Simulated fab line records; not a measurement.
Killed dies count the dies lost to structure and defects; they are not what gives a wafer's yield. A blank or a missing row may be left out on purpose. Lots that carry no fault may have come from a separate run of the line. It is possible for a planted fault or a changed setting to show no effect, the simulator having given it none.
Split-lot trial	flow n5 finfet	route with 1938 steps; 7 lots, 21 wafers read

## SPLIT DETAILS
At N5_MIM_TOP_LITHO_EXPOSE_05 (exposes mask MIM TOP, target cd 2000 nm), the setting dose mj was moved away from the recipe's 20.5 on 6 of the 21 wafers read, by -2.2% to +7.4%. The other wafers ran this setting at the recipe's value.

## FROM THE SPLIT TO THE READING: what the file shows between them, 3 steps
- N5_MIM_TOP_LITHO_PEB_06
- N5_MIM_TOP_LITHO_DEVELOP_07: develop time 60 s
- N5_MIM_TOP_LITHO_HARDBAKE_09: time 120 s

## THE READING
cd nm (nm) at N5_MIM_TOP_LITHO_CD_MEAS_08, where the cd target is 2000 nm. Fault-free wafers of this fab line usually give 1999.7 nm, standard deviation 1.5 nm.

wafer	tool, chamber at the split	dose mj as run	against the recipe	cd nm, nm	against lot-mates on the recipe
L074.3	krf scanner-02, 0	20.5	recipe	2001.1	-
L074.4	krf scanner-02, 0	20.5	recipe	2000.5	-
L074.6	krf scanner-02, 0	22.01	+7.4%	1987.3	-13.5
L076.3	krf scanner-02, 0	21.71	+5.9%	1989.8	-10.3
L076.4	krf scanner-02, 0	21.71	+5.9%	1988.8	-11.3
L076.6	krf scanner-02, 0	20.5	recipe	2000.1	-
L081.2	krf scanner-02, 0	21.86	+6.6%	1989.9	-11.4
L081.3	krf scanner-02, 0	21.86	+6.6%	1989.1	-12.2
L081.4	krf scanner-02, 0	20.5	recipe	2001.3	-
L084.3	krf scanner-01, 0	20.5	recipe	1997.6	-
L084.4	krf scanner-01, 0	20.5	recipe	1998.5	-
L084.5	krf scanner-01, 0	20.5	recipe	1999.5	-
L094.4	krf scanner-02, 0	20.05	-2.2%	2003.4	+4.9
L094.5	krf scanner-02, 0	20.5	recipe	1999.0	-
L094.6	krf scanner-02, 0	20.5	recipe	1998.1	-
L096.4	krf scanner-01, 0	20.5	recipe	1996.0	-
L096.5	krf scanner-01, 0	20.5	recipe	1997.2	-
L096.6	krf scanner-01, 0	20.5	recipe	1996.9	-
L095.1	krf scanner-02, 0	20.5	recipe	2001.6	-
L095.4	krf scanner-02, 0	20.5	recipe	1999.7	-
L095.5	krf scanner-02, 0	20.5	recipe	2001.5	-

THE FIT
A straight line over all 21 wafers: cd nm changes by -1.59 nm for each +1% of dose mj; r = -0.95; the points scatter about the line by 1.6 nm.
The same after taking each lot's own level away (the mean of its wafers on the recipe; 21 wafers): -1.83 nm for each +1%; r = -0.99; scatter 0.61 nm.
That fit puts the effect of the largest move of dose mj on the reading at 13 nm.
Across the lots, their own levels run from 1996.70 to 2001.30 nm, a range of 3.1 times the standard deviation given above.
Hence the slope depends on the lot-to-lot level, as the two fits are not the same.
Check: for one of the wafers moved furthest among these (+7.4%), held out of the fit, the line's prediction against its lot-mates is -13.4 nm. It came out at -13.5 nm against them.

## THE WHOLE CHAIN: every reading that the file lists as answering this split, in the file's order
step	what it does	reading	change (the file's fit)	r (the file's)
N5_MIM_TOP_LITHO_CD_MEAS_08	target cd 2000 nm	cd nm	-1.83 nm for each +1% of the setting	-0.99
N5_MIM_TOP_LITHO_DESCUM_10	chemistry O2, time 7.9 s	MIM_TOP_LITHO.cd nm (the simulator's own value, which no gauge read)	-1.78 nm for each +1% of the setting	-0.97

## THE FILE'S OWN FIT
cd nm changes by -1.83 nm for each +1% of dose mj, r = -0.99.
